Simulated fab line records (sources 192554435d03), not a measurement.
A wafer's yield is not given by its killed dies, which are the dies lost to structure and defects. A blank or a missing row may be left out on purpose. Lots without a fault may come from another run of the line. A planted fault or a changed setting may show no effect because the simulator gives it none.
Split-lot experiment -- flow n5-finfet -- 39 wafers read across 7 lots, on a route 1938 steps long

## THE SPLIT ITSELF
At N5_MIM_BOT_SPUTTER_00 (material TiN, target thk 35 nm, time 89.7 s), the setting target-thk-a was moved away from the recipe's 350 angstrom on 9 of the 39 wafers read, by -35.2% to +43.8%. All remaining wafers had this setting at the recipe value.

The split's own step is where the reading is taken.

## THE READING
TiN_of_MIM_BOT_SPUTTER_00.thk-nm (the simulator's own value, which no gauge read), in nm, at N5_MIM_BOT_SPUTTER_00 (material TiN, target thk 35 nm, time 89.7 s). No usual value for it is given in the file. Here, 30 wafers ran the recipe; their average is 35.0 nm with a standard deviation of 0.49 nm.

wafer,"tool, chamber at the split","target-thk-a as run, angstrom",against the recipe,"TiN_of_MIM_BOT_SPUTTER_00.thk-nm, nm",against lot-mates on the recipe
L074.1,"pvd-sputter-03, -",350,recipe,35.4,-
L074.2,"pvd-sputter-03, -",350,recipe,35,-
L074.6,"pvd-sputter-03, -",350,recipe,35,-
L074.3,"pvd-sputter-03, -",350,recipe,35.8,-
L074.4,"pvd-sputter-03, -",350,recipe,34.8,-
L074.5,"pvd-sputter-03, -",350,recipe,34.8,-
L075.1,"pvd-sputter-03, -",350,recipe,35.6,-
L075.4,"pvd-sputter-03, -",350,recipe,35.2,-
L075.5,"pvd-sputter-03, -",350,recipe,35.4,-
L080.1,"pvd-sputter-01, -",350,recipe,34.8,-
L080.2,"pvd-sputter-01, -",350,recipe,34.6,-
L080.3,"pvd-sputter-01, -",350,recipe,34.4,-
L080.4,"pvd-sputter-01, -",455.8,+30.2%,44.8,+10.2
L080.5,"pvd-sputter-01, -",455.8,+30.2%,45,+10.4
L080.6,"pvd-sputter-01, -",455.8,+30.2%,45.2,+10.6
L084.1,"pvd-sputter-01, -",350,recipe,34.4,-
L084.3,"pvd-sputter-01, -",350,recipe,34.4,-
L084.2,"pvd-sputter-01, -",350,recipe,34.2,-
L084.4,"pvd-sputter-01, -",503.4,+43.8%,49.8,+15.5
L084.6,"pvd-sputter-01, -",503.4,+43.8%,49.8,+15.5
L084.5,"pvd-sputter-01, -",503.4,+43.8%,50.2,+15.9
L087.1,"pvd-sputter-02, -",350,recipe,35,-
L087.2,"pvd-sputter-02, -",226.7,-35.2%,22.4,-12.3
L087.5,"pvd-sputter-02, -",226.7,-35.2%,22.4,-12.3
L087.3,"pvd-sputter-02, -",350,recipe,34.2,-
L087.4,"pvd-sputter-02, -",226.7,-35.2%,22.2,-12.5
L087.6,"pvd-sputter-02, -",350,recipe,34.8,-
L088.1,"pvd-sputter-03, -",350,recipe,35,-
L088.2,"pvd-sputter-03, -",350,recipe,35.2,-
L088.3,"pvd-sputter-03, -",350,recipe,35.4,-
L088.4,"pvd-sputter-03, -",350,recipe,36,-
L088.6,"pvd-sputter-03, -",350,recipe,36,-
L088.5,"pvd-sputter-03, -",350,recipe,35.6,-
L091.1,"pvd-sputter-02, -",350,recipe,35,-
L091.2,"pvd-sputter-02, -",350,recipe,34.6,-
L091.3,"pvd-sputter-02, -",350,recipe,34.6,-
L091.4,"pvd-sputter-02, -",350,recipe,35.4,-
L091.5,"pvd-sputter-02, -",350,recipe,35.4,-
L091.6,"pvd-sputter-02, -",350,recipe,34.8,-

FIT RESULTS
A straight line over all 39 wafers: TiN_of_MIM_BOT_SPUTTER_00.thk-nm changes by +0.345 nm for each +1% of target-thk-a; r = +1.00; the points scatter about the line by 0.49 nm.
The same after taking each lot's own level away (the mean of its wafers on the recipe; 39 wafers): +0.351 nm for each +1%; r = +1.00; scatter 0.3 nm.
On that fit, the largest move of target-thk-a shifts the reading by 15 nm.
The span of the lots' own levels, 34.33 to 35.53 nm, comes to 2.4 times the standard deviation stated above.
Hence the lot-to-lot level has little effect on the slope; both slopes agree.
Check: with one of the wafers moved furthest among these (+43.8%) left out of the fit, the line predicts +15.4 nm for it against its lot-mates. Against them it came out at +15.5 nm.

## THESE WAFERS: OTHER SPLITS
Note: prior to the reading, these wafers also went through further splits. Each is held against what the fit with the lots' levels taken away leaves over:
other split on the same wafers,wafers away from the commonest value,r with TiN_of_MIM_BOT_SPUTTER_00.thk-nm (lot level and that fit taken away)
N5_BEOL_M12_ILD_DEP_00 target-thk-a,18,-0.17

## FILE'S OWN FIT
TiN_of_MIM_BOT_SPUTTER_00.thk-nm changes by +0.351 nm for each +1% of target-thk-a, r = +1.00.
